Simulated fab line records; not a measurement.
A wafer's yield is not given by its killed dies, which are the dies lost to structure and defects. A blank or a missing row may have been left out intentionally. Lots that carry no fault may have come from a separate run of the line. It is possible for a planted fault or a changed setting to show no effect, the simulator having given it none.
Chamber matching + flow n5-finfet + rie-diel-01 running N5_BEOL_M6_DESCUM_16: 4 sister chambers
The step chemistry O2, time 7.9 s. 20 wafers are shown with their chamber, then 10 later ones without.

WAFERS, EACH WITH ITS CHAMBER
| wafer  | chamber | throttle-valve-pct (%) | showerhead-plenum-p-Torr (Torr) | oes-product-au (a.u.) |
|--------|---------|------------------------|---------------------------------|-----------------------|
| L074.1 | 1       | 20.63                  | 2.22                            | 0.89                  |
| L074.2 | 2       | 19.92                  | 2.09                            | 0.81                  |
| L074.3 | 3       | 20.74                  | 2.11                            | 0.77                  |
| L075.1 | 3       | 20.75                  | 2.11                            | 0.77                  |
| L075.4 | 1       | 20.63                  | 2.22                            | 0.88                  |
| L075.6 | 3       | 20.74                  | 2.11                            | 0.77                  |
| L076.3 | 2       | 19.92                  | 2.09                            | 0.80                  |
| L076.4 | 3       | 20.74                  | 2.11                            | 0.76                  |
| L076.5 | 1       | 20.65                  | 2.22                            | 0.88                  |
| L084.1 | 0       | 20.12                  | 2.21                            | 0.96                  |
| L084.4 | 3       | 20.78                  | 2.10                            | 0.75                  |
| L084.6 | 1       | 20.67                  | 2.21                            | 0.86                  |
| L087.2 | 1       | 20.70                  | 2.21                            | 0.82                  |
| L087.3 | 0       | 20.11                  | 2.21                            | 0.94                  |
| L087.4 | 3       | 20.78                  | 2.09                            | 0.74                  |
| L091.1 | 3       | 20.82                  | 2.09                            | 0.73                  |
| L091.5 | 1       | 20.69                  | 2.21                            | 0.81                  |
| L091.6 | 2       | 20.00                  | 2.08                            | 0.75                  |
| L095.1 | 2       | 20.01                  | 2.07                            | 0.76                  |
| L095.4 | 0       | 20.14                  | 2.20                            | 0.91                  |

SIGNATURES, as means of the wafers listed above
| reading                  | chamber 0 | chamber 1 | chamber 2 | chamber 3 | scatter within a chamber |
|--------------------------|-----------|-----------|-----------|-----------|--------------------------|
| throttle-valve-pct       | 20.1233   | 20.6617   | 19.9625   | 20.7643   | 0.0334                   |
| showerhead-plenum-p-Torr | 2.2067    | 2.2150    | 2.0825    | 2.1029    | 0.00804                  |
| oes-product-au           | 0.9367    | 0.8567    | 0.7800    | 0.7557    | 0.0264                   |
Rule: a wafer lies at a distance from a chamber equal to the root of the sum of squares, over the readings, of (its reading less the chamber's mean, divided by the reading's scatter). The wafer belongs to the nearest chamber; if the next one is less than 2 further off, it can't be placed. The scatter is the square root of a quotient: the sum, over the shown wafers, of each reading's squared deviation from its chamber's mean, divided by wafers minus chambers.

WAFERS WITH NO CHAMBER GIVEN
| wafer  | throttle-valve-pct (%) | showerhead-plenum-p-Torr (Torr) | oes-product-au (a.u.) |
|--------|------------------------|---------------------------------|-----------------------|
| L095.6 | 20.13                  | 2.20                            | 0.91                  |
| L092.1 | 20.70                  | 2.20                            | 0.80                  |
| L092.3 | 20.14                  | 2.20                            | 0.92                  |
| L092.4 | 20.82                  | 2.09                            | 0.73                  |
| L096.1 | 20.71                  | 2.20                            | 0.81                  |
| L096.2 | 20.82                  | 2.09                            | 0.73                  |
| L096.3 | 20.16                  | 2.20                            | 0.91                  |
| L096.4 | 20.02                  | 2.07                            | 0.75                  |
| L096.5 | 20.17                  | 2.20                            | 0.91                  |
| L096.6 | 20.84                  | 2.09                            | 0.73                  |

CHAMBER TAKEN BY EACH
| wafer  | from the rows above | in truth |
|--------|---------------------|----------|
| L095.6 | 0                   | 0        |
| L092.1 | 1                   | 1        |
| L092.3 | 0                   | 0        |
| L092.4 | 3                   | 3        |
| L096.1 | 1                   | 1        |
| L096.2 | 3                   | 3        |
| L096.3 | 0                   | 0        |
| L096.4 | 2                   | 2        |
| L096.5 | 0                   | 0        |
| L096.6 | 3                   | 3        |
Placed correctly: 10 of 10. Can't be placed from these rows: 0. Wrongly placed: 0.
